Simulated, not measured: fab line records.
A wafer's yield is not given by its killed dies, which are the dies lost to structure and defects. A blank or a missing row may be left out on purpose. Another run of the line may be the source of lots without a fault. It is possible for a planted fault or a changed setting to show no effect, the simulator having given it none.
Lot-split experiment	flow n5_finfet	39 wafers read across 7 lots, on a route 1938 steps long

ABOUT THE SPLIT
At N5_MOL_CONTACT_COAG_EXPOSE_81 (exposes mask VG, defocus 0 nm), the setting dose_mj was moved away from the recipe's 59.5 on 9 of the 39 wafers read, by -5.8% to -4.9%. The other wafers ran this setting at the recipe's value.

FROM THE SPLIT TO THE READING: what the file shows between them, 2 steps
- N5_MOL_CONTACT_COAG_PEB_82: peb time 60 s
- N5_MOL_CONTACT_COAG_DEVELOP_83: develop time 30 s

THE READING
cd_nm (nm) at N5_MOL_CONTACT_COAG_CD_MEAS_84, where the cd target is 25.1 nm. A value of 25.08 nm with a standard deviation of 0.25 nm is what fault-free wafers of this fab line usually give.

wafer	tool, chamber at the split	dose_mj as run	against the recipe	cd_nm, nm	against lot-mates on the recipe
L079.1	euv_scanner-01, 0	56.03	-5.8%	23.88	-1.47
L079.2	euv_scanner-01, 0	56.03	-5.8%	23.54	-1.81
L079.3	euv_scanner-01, 0	59.5	recipe	25.44	-
L079.4	euv_scanner-01, 0	59.5	recipe	25.48	-
L079.5	euv_scanner-01, 0	59.5	recipe	25.13	-
L079.6	euv_scanner-01, 0	56.03	-5.8%	23.53	-1.82
L084.1	euv_scanner-02, 0	59.5	recipe	24.50	-
L084.2	euv_scanner-02, 0	59.5	recipe	24.87	-
L084.3	euv_scanner-02, 0	59.5	recipe	24.98	-
L084.4	euv_scanner-02, 0	59.5	recipe	24.77	-
L084.5	euv_scanner-02, 0	59.5	recipe	25.11	-
L084.6	euv_scanner-02, 0	59.5	recipe	25.17	-
L085.1	euv_scanner-01, 0	59.5	recipe	25.05	-
L085.2	euv_scanner-01, 0	59.5	recipe	25.08	-
L085.3	euv_scanner-01, 0	59.5	recipe	24.83	-
L085.4	euv_scanner-01, 0	59.5	recipe	24.73	-
L085.5	euv_scanner-01, 0	59.5	recipe	25.03	-
L085.6	euv_scanner-01, 0	59.5	recipe	24.97	-
L088.1	euv_scanner-01, 0	59.5	recipe	24.72	-
L088.2	euv_scanner-01, 0	59.5	recipe	25.00	-
L088.3	euv_scanner-01, 0	59.5	recipe	24.95	-
L088.4	euv_scanner-01, 0	59.5	recipe	25.34	-
L088.5	euv_scanner-01, 0	59.5	recipe	25.19	-
L088.6	euv_scanner-01, 0	59.5	recipe	24.91	-
L094.1	euv_scanner-02, 0	56.57	-4.9%	23.90	-1.21
L094.2	euv_scanner-02, 0	59.5	recipe	24.78	-
L094.3	euv_scanner-02, 0	59.5	recipe	25.17	-
L094.4	euv_scanner-02, 0	56.57	-4.9%	23.64	-1.47
L094.5	euv_scanner-02, 0	56.57	-4.9%	24.17	-0.94
L094.6	euv_scanner-02, 0	59.5	recipe	25.38	-
L095.4	euv_scanner-02, 0	59.5	recipe	25.36	-
L095.5	euv_scanner-02, 0	59.5	recipe	25.30	-
L095.6	euv_scanner-02, 0	59.5	recipe	25.10	-
L097.1	euv_scanner-02, 0	59.5	recipe	25.07	-
L097.2	euv_scanner-02, 0	56.37	-5.3%	24.09	-1.16
L097.3	euv_scanner-02, 0	59.5	recipe	25.50	-
L097.4	euv_scanner-02, 0	59.5	recipe	25.18	-
L097.5	euv_scanner-02, 0	56.37	-5.3%	24.25	-1.00
L097.6	euv_scanner-02, 0	56.37	-5.3%	23.96	-1.29

THE FIT
A straight line over all 39 wafers: cd_nm changes by +0.223 nm for each +1% of dose_mj; r = +0.90; the points scatter about the line by 0.24 nm.
The same after taking each lot's own level away (the mean of its wafers on the recipe; 39 wafers): +0.255 nm for each +1%; r = +0.95; scatter 0.2 nm.
That fit puts the effect of the largest move of dose_mj on the reading at 1.5 nm.
Measured against the standard deviation above, the lots' own levels, which go from 24.900 to 25.350 nm, span 1.8 times it.
So the lot-to-lot level changes the slope: the two fits differ.
Check: -1.49 nm against its lot-mates is what the line predicts for one of the wafers moved furthest among these (-5.8%) when that wafer is left out of the fit. It came out at -1.47 nm against them.

FURTHER SPLITS ON THESE WAFERS
Before the reading, these wafers also passed through other splits. Each is held against what the fit with the lots' levels taken away leaves over:
other split on the same wafers	wafers away from the commonest value	r with cd_nm (lot level and that fit taken away)
N5_FIN_CUT_ETCH_21 time_s	15	+0.05
N5_DUMMY_GATE_ETCH_44 target_depth_a	18	-0.05
N5_HKMG_FIN_ETCH_54 source_w	12	-0.02
N5_HKMG_FIN_ETCH_32 bias_w	18	-0.04
N5_GATE_CUT_ETCH_56 icp_w	12	+0.07
N5_GATE_CUT_CUT_ETCH_53 icp_w	15	-0.05

FILE'S OWN FIT
cd_nm changes by +0.255 nm for each +1% of dose_mj, r = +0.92.
